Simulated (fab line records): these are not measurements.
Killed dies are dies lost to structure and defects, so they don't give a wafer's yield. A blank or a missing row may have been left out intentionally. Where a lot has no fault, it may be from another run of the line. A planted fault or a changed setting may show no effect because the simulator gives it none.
Matching of chambers | flow n5_finfet | N5_FIN_SAQP_SPACER2_ALD_28 on ald_sin-02: 4 sister chambers
The step deposits SiO2, target thk 8.1 nm, pulse time 1 s, purge time 2 s. 18 wafers are shown with their chamber, then 9 later ones without.

== WAFERS WITH THEIR CHAMBER ==
wafer  | chamber | heater_power_w (W) | precursor_pulse_height_rel
L079.1 | 1       | 463                | 1.005
L079.4 | 3       | 452                | 1.010
L079.6 | 1       | 469                | 1.004
L080.2 | 1       | 472                | 1.017
L080.4 | 2       | 453                | 0.992
L080.5 | 3       | 452                | 0.993
L083.2 | 1       | 463                | 0.977
L083.5 | 0       | 386                | 1.044
L083.6 | 3       | 443                | 1.003
L084.1 | 3       | 449                | 1.009
L084.2 | 0       | 381                | 1.033
L084.3 | 2       | 453                | 1.007
L084.4 | 1       | 467                | 0.994
L084.5 | 2       | 474                | 1.028
L084.6 | 1       | 467                | 1.064
L086.1 | 2       | 463                | 0.997
L086.3 | 1       | 462                | 0.965
L086.4 | 0       | 384                | 1.050

SIGNATURES, as means of the wafers listed above
reading                    | chamber 0 | chamber 1 | chamber 2 | chamber 3 | scatter within a chamber
heater_power_w             | 383.67    | 466.14    | 460.75    | 449.00    | 5.66
precursor_pulse_height_rel | 1.04233   | 1.00371   | 1.00600   | 1.00375   | 0.0227
Rule: for each reading, subtract the chamber's mean from the wafer's reading, divide by that reading's scatter and square the result; add these up over the readings and take the root, which gives the wafer's distance from the chamber. If the next closest chamber is less than 2 further off than the closest, the wafer can't be placed; otherwise it belongs to the closest. How the scatter is found: for the shown wafers, subtract from each reading the mean of its chamber, square and add these, divide the total by (wafers less chambers), then take the root.

== WAFERS MISSING THEIR CHAMBER ==
wafer  | heater_power_w (W) | precursor_pulse_height_rel
L089.2 | 464                | 0.987
L089.3 | 474                | 1.017
L089.6 | 444                | 0.976
L093.1 | 462                | 1.014
L093.3 | 399                | 0.971
L093.5 | 381                | 1.036
L097.2 | 449                | 0.983
L097.3 | 462                | 0.981
L097.6 | 461                | 1.006

== EACH ONE'S CHAMBER ==
wafer  | from the rows above          | in truth
L089.2 | can't be placed: 1 or 2 or 3 | 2
L089.3 | can't be placed: 1 or 2      | 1
L089.6 | can't be placed: 3 or 2      | 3
L093.1 | can't be placed: 2 or 1 or 3 | 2
L093.3 | 0                            | 0
L093.5 | 0                            | 0
L097.2 | can't be placed: 3 or 2      | 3
L097.3 | can't be placed: 2 or 1 or 3 | 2
L097.6 | can't be placed: 2 or 1      | 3
Placed correctly: 2 of 9. Not placeable from these rows: 7 (in 6, the candidates include the true chamber). Wrongly placed: 0.
